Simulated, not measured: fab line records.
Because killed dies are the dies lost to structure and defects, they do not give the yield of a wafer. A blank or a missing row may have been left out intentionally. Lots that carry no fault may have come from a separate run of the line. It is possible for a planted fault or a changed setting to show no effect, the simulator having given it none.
Matching of chambers ; flow nandHarc ; 4 sister chambers for NHARC_A_ZERO_WELL_ETCH_19 on rieDiel-10
The step etches the open film in N2/H2, target depth 80 nm, overetch 24 nm, time 87.88 s. 16 wafers are shown with their chamber, then 8 later ones without.

## EACH WAFER AND ITS CHAMBER
wafer;chamber;showerheadPlenumPTorr (Torr);drypumpMotorCurrentA (A);rfVppV (V)
L142.1;2;1.93;5.6;428.3
L142.2;3;2.14;6.3;433.3
L142.5;3;2.14;6.3;434.2
L146.3;2;1.93;5.5;427.4
L146.4;1;2.16;6.8;434.2
L146.6;0;1.96;6.2;428.9
L148.1;3;2.14;6.3;432.5
L148.4;0;1.96;6.2;429.1
L148.6;2;1.93;5.6;427.6
L161.2;3;2.13;6.3;434.3
L161.3;0;1.96;6.2;428.3
L161.6;3;2.13;6.3;433.3
L162.2;3;2.13;6.3;433.5
L162.5;0;1.96;6.2;428.0
L162.6;3;2.13;6.4;433.9
L163.2;1;2.16;6.7;435.1

SIGNATURES (averages over the wafers above)
reading;chamber 0;chamber 1;chamber 2;chamber 3;scatter within a chamber
showerheadPlenumPTorr;1.9600;2.1600;1.9300;2.1343;0.00378
drypumpMotorCurrentA;6.200;6.750;5.567;6.314;0.0411
rfVppV;428.575;434.650;427.767;433.571;0.575
Rule: a wafer's distance from a chamber is the root of the sum, over the readings, of the square of ((its reading less the chamber's mean) divided by the reading's scatter). If the next closest chamber is less than 2 further off than the closest, the wafer can't be placed; otherwise it belongs to the closest. The scatter: the root of (the sum of the squares of (reading less its chamber's mean) over the shown wafers, divided by (wafers less chambers)).

## WAFERS MISSING THEIR CHAMBER
wafer;showerheadPlenumPTorr (Torr);drypumpMotorCurrentA (A);rfVppV (V)
L163.3;2.13;6.4;433.7
L163.6;2.13;6.4;433.7
L164.1;2.16;6.8;433.6
L164.3;2.13;6.3;433.2
L164.6;1.93;5.6;428.7
L165.2;2.16;6.7;433.9
L165.5;2.13;6.4;433.4
L165.6;1.96;6.2;427.3

## CHAMBER TAKEN BY EACH
wafer;from the rows above;in truth
L163.3;3;3
L163.6;3;3
L164.1;1;1
L164.3;3;3
L164.6;2;2
L165.2;1;1
L165.5;3;3
L165.6;0;0
Correctly placed: 8 of 8. From these rows, 0 cannot be placed. Wrongly placed: 0.
